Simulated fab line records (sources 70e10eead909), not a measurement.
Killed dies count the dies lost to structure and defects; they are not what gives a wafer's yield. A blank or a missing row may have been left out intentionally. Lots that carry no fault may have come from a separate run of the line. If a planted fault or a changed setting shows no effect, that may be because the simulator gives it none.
Chamber matching / flow nand_harc / rie_diel-02 running NHARC_A_STAIRCASE_STRIP_476: 4 sister chambers
The step strips in O2, time 20 s. 4 wafers are shown with their chamber, then 10 later ones without.

WAFERS, EACH WITH ITS CHAMBER
wafer=L092.1; chamber=2; showerhead_plenum_p_Torr (Torr)=3.69
wafer=L092.2; chamber=0; showerhead_plenum_p_Torr (Torr)=3.74
wafer=L093.2; chamber=3; showerhead_plenum_p_Torr (Torr)=3.49
wafer=L093.4; chamber=1; showerhead_plenum_p_Torr (Torr)=3.30

WAFERS WITH NO CHAMBER GIVEN
wafer=L093.6; showerhead_plenum_p_Torr (Torr)=3.74
wafer=L094.2; showerhead_plenum_p_Torr (Torr)=3.30
wafer=L094.3; showerhead_plenum_p_Torr (Torr)=3.49
wafer=L094.5; showerhead_plenum_p_Torr (Torr)=3.49
wafer=L096.2; showerhead_plenum_p_Torr (Torr)=3.69
wafer=L096.3; showerhead_plenum_p_Torr (Torr)=3.74
wafer=L096.5; showerhead_plenum_p_Torr (Torr)=3.74
wafer=L095.3; showerhead_plenum_p_Torr (Torr)=3.74
wafer=L095.4; showerhead_plenum_p_Torr (Torr)=3.48
wafer=L095.5; showerhead_plenum_p_Torr (Torr)=3.48

CHAMBER TAKEN BY EACH
wafer=L093.6; from the rows above=0; in truth=0
wafer=L094.2; from the rows above=1; in truth=1
wafer=L094.3; from the rows above=3; in truth=3
wafer=L094.5; from the rows above=3; in truth=3
wafer=L096.2; from the rows above=2; in truth=2
wafer=L096.3; from the rows above=0; in truth=0
wafer=L096.5; from the rows above=0; in truth=0
wafer=L095.3; from the rows above=0; in truth=0
wafer=L095.4; from the rows above=3; in truth=3
wafer=L095.5; from the rows above=3; in truth=3
Correctly placed: 10 of 10. Number that these rows cannot place: 0. Wrongly placed: 0.
How it was worked out, from the rows above alone: a wafer's distance from a chamber is the root of the sum, over the readings, of the square of ((its reading less the chamber's mean) divided by the reading's scatter). The wafer belongs to the nearest chamber; if the next one is less than 2 further off, it can't be placed. Each chamber's mean is taken over the wafers shown for it. The scatter: with one shown wafer a chamber, the root of the mean of the squares of how far each hidden wafer lies from its nearest shown one.
